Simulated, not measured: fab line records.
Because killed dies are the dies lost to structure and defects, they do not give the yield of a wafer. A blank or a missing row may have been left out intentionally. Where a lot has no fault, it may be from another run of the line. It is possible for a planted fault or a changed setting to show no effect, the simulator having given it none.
One fault seen from 2 desks | flow n5-finfet | only its own numbers are on each desk; what lay behind them is given at the end

## AT THE METROLOGY DESK
What the gauges read for every lot (on any tool): the sampled wafers with a number, averaged. A lot is out of limits, marked OUT, if its mean lies more than 4 standard deviations from the usual mean; the brackets give that distance. Readings shown: 7 of its 13, picked as those furthest out on some lot.
Columns: A = cd-nm at N5_HKMG_FIN_CD_MEAS_12, usual 92.7 nm; B = IOFF_N at N5_BEOL_M4_RC_MEAS_101, usual 0.16 nA/um; C = IOFF_N_LONG at N5_BEOL_M4_RC_MEAS_101, usual 5.6e-05 nA/um; D = IOFF_P at N5_BEOL_M4_RC_MEAS_101, usual 0.21 nA/um; E = ION_P at N5_BEOL_M4_RC_MEAS_101, usual 465 uA/um; F = VT_N_LONG at N5_BEOL_M4_RC_MEAS_101, usual 274.5 mV; G = VT_P at N5_BEOL_M4_RC_MEAS_101, usual -250.0 mV
lot  | first seen here | A    | B    | C       | D    | E   | F     | G
L861 | day 4 13:38     | 92.2 | 0.19 | 6.5e-05 | 0.25 | 471 | 270.9 | -247.7
L865 | day 5 08:59     | 93.8 | 0.16 | 5.1e-05 | 0.21 | 465 | 277.3 | -253.0
L866 | day 5 15:22     | 92.9 | 0.16 | 5.7e-05 | 0.21 | 467 | 272.0 | -249.2
L868 | day 6 06:50     | 91.7 | 0.19 | 5.7e-05 | 0.19 | 452 | 273.2 | -254.4
L870 | day 6 16:04     | 92.4 | 0.16 | 5.8e-05 | 0.20 | 464 | 271.9 | -250.7
L874 | day 7 16:17     | 92.3 | 0.18 | 5.7e-05 | 0.23 | 467 | 273.3 | -247.6
L875 | day 7 23:52     | 92.5 | 0.21 | 5.4e-05 | 0.25 | 467 | 275.5 | -247.7
L877 | day 8 09:14     | 93.1 | 0.15 | 5.6e-05 | 0.20 | 464 | 276.1 | -249.8
L882 | day 9 19:28     | 93.6 | 0.21 | 5.7e-05 | 0.27 | 470 | 272.3 | -246.3
L883 | day 9 23:12     | 92.3 | 0.15 | 5.3e-05 | 0.21 | 467 | 274.3 | -250.2
This desk's finding: nothing out of limits on any of the 10 lots.

## THE TOOL OWNER'S DESK: ald-metal-03
The tool's own readings at N5_HKMG_FIN_ALD_91 (deposits TiN, target thk 1 nm, pulse time 1 s, purge time 3 s): means of the sampled wafers that have a number, for each lot that ran on this tool. A lot is out of limits, marked OUT, if its mean lies more than 4 standard deviations from the usual mean; the brackets give that distance.
Columns: A = chamber-pressure-Torr at N5_HKMG_FIN_ALD_91, usual 3.001 Torr; B = heater-power-outer-w at N5_HKMG_FIN_ALD_91, usual 546 W; C = heater-power-w at N5_HKMG_FIN_ALD_91, usual 887 W; D = precursor-pulse-height-rel at N5_HKMG_FIN_ALD_91, usual 1.001
lot  | first seen here | A     | B   | C   | D
L861 | day 4 14:42     | 2.998 | 531 | 858 | 1.003
L865 | day 5 10:02     | 2.995 | 586 | 988 | 0.988
L866 | day 5 17:06     | 2.998 | 561 | 915 | 1.020
L868 | day 6 07:55     | 2.997 | 582 | 988 | 1.009
L870 | day 6 17:23     | 3.001 | 513 | 816 | 0.985
L882 | day 9 20:32     | 3.001 | 608 | 976 | 1.013
L883 | day 10 00:16    | 2.996 | 605 | 950 | 0.996
This desk's finding: nothing out of limits on any of the 7 lots.

## BROUGHT TOGETHER
At the metrology desk, nothing out of limits was observed.
Nothing out of limits was seen by the tool owner's desk.

## WHAT HAD BEEN PUT IN BY THE SIMULATOR
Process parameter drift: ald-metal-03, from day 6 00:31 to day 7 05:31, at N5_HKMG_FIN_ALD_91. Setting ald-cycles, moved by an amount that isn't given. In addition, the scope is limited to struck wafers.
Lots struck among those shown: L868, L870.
